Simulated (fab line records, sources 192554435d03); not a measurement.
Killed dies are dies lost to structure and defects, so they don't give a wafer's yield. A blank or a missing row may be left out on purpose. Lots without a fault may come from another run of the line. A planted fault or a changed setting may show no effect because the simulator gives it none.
Which tool did it? | flow n5_finfet | 8 lots, 24 wafers sampled, at 9 steps of a route of 1938

WHAT THE GAUGES READ, wafer by wafer
N5_FIN_SAQP_INSPECT_18: inspects for defects (brightfield).
lot  | measured    | on                | raw_defect_count
L937 | day 2 10:06 | defect_inspect-01 | 564 276 364
L938 | day 2 16:25 | defect_inspect-01 | 307 435 602
L939 | day 2 21:20 | defect_inspect-02 | 399 453 469
L945 | day 4 09:38 | defect_inspect-02 | 808 593 610
L947 | day 4 22:58 | defect_inspect-02 | 332 248 305
L950 | day 5 15:04 | defect_inspect-02 | 429 886 357
L951 | day 5 21:29 | defect_inspect-02 | 382 453 470
L952 | day 6 04:17 | defect_inspect-02 | 395 413 361

N5_FIN_SAQP_INSPECT_40: inspects for defects (brightfield).
lot  | measured    | on                | raw_defect_count
L937 | day 2 14:21 | defect_inspect-01 | 260 170 202
L938 | day 2 21:02 | defect_inspect-02 | 165 212 244
L939 | day 3 01:54 | defect_inspect-01 | 153 178 149
L945 | day 4 14:06 | defect_inspect-02 | 233 381 373
L947 | day 5 03:41 | defect_inspect-02 | 322 229 239
L950 | day 5 20:05 | defect_inspect-02 | 343 753 243
L951 | day 6 02:13 | defect_inspect-01 | 252 227 293
L952 | day 6 08:59 | defect_inspect-01 | 276 359 225

N5_FIN_CUT_INSPECT_10: inspects for defects (brightfield).
lot  | measured    | on                | raw_defect_count
L937 | day 2 14:44 | defect_inspect-02 | 37 30 33
L938 | day 2 21:33 | defect_inspect-01 | 48 61 41
L939 | day 3 02:25 | defect_inspect-02 | 28 29 28
L945 | day 4 14:29 | defect_inspect-02 | 41 65 80
L947 | day 5 04:12 | defect_inspect-02 | 57 43 37
L950 | day 5 20:36 | defect_inspect-01 | 62 455 37
L951 | day 6 02:37 | defect_inspect-01 | 40 42 60
L952 | day 6 09:23 | defect_inspect-01 | 42 78 51

N5_FIN_CUT_INSPECT_17: inspects for defects (brightfield).
lot  | measured    | on                | raw_defect_count
L937 | day 2 15:45 | defect_inspect-02 | 236 166 197
L938 | day 2 22:38 | defect_inspect-01 | 189 251 260
L939 | day 3 03:22 | defect_inspect-02 | 153 172 133
L945 | day 4 15:26 | defect_inspect-02 | 241 383 377
L947 | day 5 05:11 | defect_inspect-01 | 365 259 245
L950 | day 5 21:35 | defect_inspect-01 | 354 783 286
L951 | day 6 03:34 | defect_inspect-01 | 262 236 307
L952 | day 6 10:19 | defect_inspect-02 | 232 326 213

N5_BEOL_M4_RC_MEAS_101.
lot  | measured     | on        | DIBL_N (mV/V)  | DIBL_P (mV/V)  | IOFF_N (nA/um)    | IOFF_P (nA/um)    | ION_N (uA/um) | ION_P (uA/um) | SS_N (mV/dec)  | SS_P (mV/dec)  | VT_N (mV)         | VT_P (mV)
L937 | day 8 07:36  | prober-02 | 37.7 34.9 37.6 | 38.0 34.4 37.3 | 0.170 0.125 0.170 | 0.216 0.167 0.201 | 667 657 672   | 457 453 456   | 71.6 70.8 71.3 | 74.3 73.3 74.2 | 249.1 255.3 251.2 | -252.6 -256.2 -253.2
L938 | day 8 14:12  | prober-02 | 39.3 36.8 35.7 | 38.5 36.2 34.4 | 0.174 0.132 0.116 | 0.185 0.155 0.142 | 669 662 657   | 447 446 444   | 72.4 71.7 71.4 | 74.5 72.9 73.5 | 252.2 253.1 258.6 | -256.8 -256.9 -256.9
L939 | day 8 10:06  | prober-02 | 36.4 38.7 38.6 | 36.5 38.8 38.8 | 0.135 0.172 0.176 | 0.171 0.203 0.202 | 662 678 676   | 448 453 450   | 70.7 71.6 71.8 | 72.7 74.2 73.7 | 251.5 247.7 247.2 | -255.8 -253.6 -253.1
L945 | day 10 04:52 | prober-01 | 37.0 36.2 35.5 | 36.6 35.5 34.2 | 0.162 0.148 0.134 | 0.231 0.208 0.188 | 680 674 671   | 472 463 462   | 71.5 71.1 71.2 | 73.0 72.7 71.7 | 248.9 249.8 249.6 | -249.5 -251.7 -250.8
L947 | day 10 14:14 | prober-01 | 35.9 35.8 35.6 | 38.8 39.1 38.8 | 0.157 0.153 0.147 | 0.192 0.191 0.182 | 673 665 672   | 458 458 452   | 71.7 71.6 71.8 | 73.6 73.8 73.1 | 249.1 251.6 252.3 | -254.4 -251.8 -254.5
L950 | day 11 21:14 | prober-01 | 37.2 35.0 36.2 | 35.4 34.6 35.3 | 0.176 0.140 0.156 | 0.210 0.197 0.205 | 665 667 663   | 452 457 456   | 72.6 72.0 71.8 | 73.9 73.3 73.6 | 250.9 252.5 250.5 | -251.1 -249.8 -248.8
L951 | day 12 01:38 | prober-01 | 33.6 34.6 35.3 | 33.9 35.4 36.2 | 0.125 0.136 0.144 | 0.181 0.197 0.205 | 662 671 667   | 457 463 457   | 70.7 71.0 71.8 | 72.4 73.3 73.4 | 255.2 252.1 253.1 | -250.4 -249.0 -250.7
L952 | day 12 04:25 | prober-01 | 34.8 35.5 36.8 | 34.5 35.5 36.3 | 0.125 0.136 0.145 | 0.172 0.194 0.209 | 655 660 659   | 449 458 458   | 71.9 71.4 71.2 | 72.9 73.9 73.0 | 256.1 254.0 250.3 | -255.7 -254.8 -253.4

WHICH TOOL RAN EACH LOT (tool, then ch and the chambers of the sampled wafers, then the start)
lot  | N5_FIN_SAQP_ALD_61               | N5_FIN_SAQP_HM_DEP_03          | N5_FIN_SAQP_ETCH_51               | N5_FIN_SAQP_MANDREL_ETCH_22
L937 | ald_sin-02 ch 0,1,3, day 2 08:45 | pecvd-03 ch 0,1,2, day 2 09:19 | rie_diel-06 ch 1,2,3, day 2 10:10 | rie_si-05 ch 0,1,2, day 2 10:25
L938 | ald_sin-02 ch 0,1, day 2 14:56   | pecvd-04 ch 0,1, day 2 15:32   | rie_diel-06 ch 0,3, day 2 16:29   | rie_si-01 ch 0,1,2, day 2 16:44
L939 | ald_sin-04 ch 0,1,2, day 2 20:03 | pecvd-02 ch 0,1, day 2 20:30   | rie_diel-02 ch 0,2,3, day 2 21:25 | rie_si-01 ch 1,2,3, day 2 21:40
L945 | ald_sin-02 ch 0,2, day 4 08:23   | pecvd-03 ch 1,2, day 4 08:55   | rie_diel-02 ch 1,2,3, day 4 09:42 | rie_si-03 ch 0,1,2, day 4 09:57
L947 | ald_sin-02 ch 1,2,3, day 4 21:49 | pecvd-02 ch 0,1,2, day 4 22:14 | rie_diel-06 ch 0,1,2, day 4 23:02 | rie_si-05 ch 1,2,3, day 4 23:17
L950 | ald_sin-01 ch 1,2, day 5 13:55   | pecvd-02 ch 0,1, day 5 14:20   | rie_diel-05 ch 0,1,3, day 5 15:12 | rie_si-03 ch 1,2,3, day 5 15:26
L951 | ald_sin-01 ch 2,3, day 5 20:10   | pecvd-03 ch 0,1, day 5 20:38   | rie_diel-06 ch 1,3, day 5 21:33   | rie_si-05 ch 0,3, day 5 21:47
L952 | ald_sin-02 ch 0,1,3, day 6 02:51 | pecvd-03 ch 0,2, day 6 03:24   | rie_diel-06 ch 2,3, day 6 04:22   | rie_si-01 ch 1,2,3, day 6 04:37
- N5_FIN_SAQP_ALD_61: deposits SiO2, target thk 4 nm, pulse time 1 s, purge time 2 s.
- N5_FIN_SAQP_HM_DEP_03: deposits SiNx from SiH4/NH3/N2, target thk 38 nm, time 33.6 s.
- N5_FIN_SAQP_ETCH_51: etches SiARC in CF4, target depth 45.5 nm, time 75.8 s.
- N5_FIN_SAQP_MANDREL_ETCH_22: etches a-Si in HBr/Cl2, stops on SiNx, target depth 60 nm, bt time 10 s, time 30 s.

WHAT THE TOOLS THEMSELVES READ (means of the sampled wafers that have a number; where no wafer has one, the mark that the record gives instead)
N5_FIN_SAQP_ALD_61.
lot  | tool       | heater_power_w (W) | precursor_pulse_height_rel
L937 | ald_sin-02 | 527                | 0.985
L938 | ald_sin-02 | 530                | 0.987
L939 | ald_sin-04 | 523                | 0.999
L945 | ald_sin-02 | 530                | 1.005
L947 | ald_sin-02 | 526                | 1.004
L950 | ald_sin-01 | 458                | 0.990
L951 | ald_sin-01 | 432                | 0.981
L952 | ald_sin-02 | 525                | 0.996

N5_FIN_SAQP_HM_DEP_03.
lot  | tool     | heater_power_w (W) | showerhead_plenum_p_Torr (Torr) | throttle_valve_pct (%)
L937 | pecvd-03 | 861                | 5.16                            | 39.5
L938 | pecvd-04 | 886                | 5.13                            | 40.4
L939 | pecvd-02 | 695                | 5.12                            | 39.1
L945 | pecvd-03 | 779                | 5.13                            | 39.1
L947 | pecvd-02 | 728                | 5.15                            | 38.9
L950 | pecvd-02 | 710                | 5.11                            | 39.4
L951 | pecvd-03 | 848                | 5.22                            | 40.1
L952 | pecvd-03 | 828                | 5.08                            | 39.3

N5_FIN_SAQP_ETCH_51.
lot  | tool        | drypump_motor_current_A (A) | etch_rf_on_time_s (s) | oes_product_au (a.u.) | rf_vpp_V (V) | showerhead_plenum_p_Torr (Torr) | throttle_valve_pct (%)
L937 | rie_diel-06 | 6.0                         | 75.0                  | 0.66                  | 184.1        | 2.12                            | 15.63
L938 | rie_diel-06 | 5.9                         | 76.3                  | 0.62                  | 184.0        | 2.11                            | 15.80
L939 | rie_diel-02 | 6.0                         | 75.9                  | 0.65                  | 183.8        | 2.11                            | 15.91
L945 | rie_diel-02 | 5.8                         | 75.9                  | 0.64                  | 183.2        | 2.12                            | 15.89
L947 | rie_diel-06 | 5.9                         | 77.2                  | 0.60                  | 184.2        | 2.12                            | 15.75
L950 | rie_diel-05 | 5.5                         | 75.0                  | 0.66                  | 183.0        | 2.11                            | 15.62
L951 | rie_diel-06 | 6.1                         | 76.5                  | 0.65                  | 183.8        | 2.12                            | 15.74
L952 | rie_diel-06 | 6.0                         | 76.1                  | 0.61                  | 183.0        | 2.10                            | 15.63

N5_FIN_SAQP_MANDREL_ETCH_22.
lot  | tool      | drypump_motor_current_A (A) | oes_product_au (a.u.) | throttle_valve_pct (%)
L937 | rie_si-05 | 5.6                         | 0.774                 | 35.13
L938 | rie_si-01 | 5.7                         | 0.771                 | 35.49
L939 | rie_si-01 | 5.7                         | 0.766                 | 35.50
L945 | rie_si-03 | 5.6                         | 0.767                 | 35.37
L947 | rie_si-05 | 5.4                         | 0.769                 | 35.16
L950 | rie_si-03 | 5.5                         | 0.762                 | 35.24
L951 | rie_si-05 | 5.5                         | 0.758                 | 35.06
L952 | rie_si-01 | 5.7                         | 0.747                 | 35.52

THE ANSWER, worked out from the rows above alone
Rule: what is usual is taken from the lots themselves. Put in order of their means at a reading, lots are off if they are a third of the lots or fewer, leave a main group of 4 or more, and stand apart from it by a gap of 3 or more times the standard deviation of the main group's means; of several such gaps the widest counts. A main group whose means are all the same, to the digits that the tables above print for the reading, isn't used. A lot without any number at a reading at which 4 lots or more have one is off too. The other lots that the step has rows for count as sound. The gauges are gone through in route order, then the tools' own readings, and for those a lot's mean is taken as printed above. The first step at which some lot is off is used, and at that step the reading that is off furthest; a lot without a number counts as furthest.
Off: L950, at N5_FIN_CUT_INSPECT_10 (raw_defect_count). The main group: mean 46, standard deviation 11.
A tool fits if, at a process step before that reading, it ran every lot that is off, and no sound lot after the first of them. The gauges at N5_FIN_CUT_INSPECT_10 aren't tried: what is off there is off at N5_FIN_SAQP_ALD_61 too, on other tools, and a gauge's error can't cause that. Can't be told from this: 3 tools fit, pecvd-02 at N5_FIN_SAQP_HM_DEP_03, rie_diel-05 at N5_FIN_SAQP_ETCH_51, rie_si-03 at N5_FIN_SAQP_MANDREL_ETCH_22.

WHAT THE SIMULATOR HAD PUT IN
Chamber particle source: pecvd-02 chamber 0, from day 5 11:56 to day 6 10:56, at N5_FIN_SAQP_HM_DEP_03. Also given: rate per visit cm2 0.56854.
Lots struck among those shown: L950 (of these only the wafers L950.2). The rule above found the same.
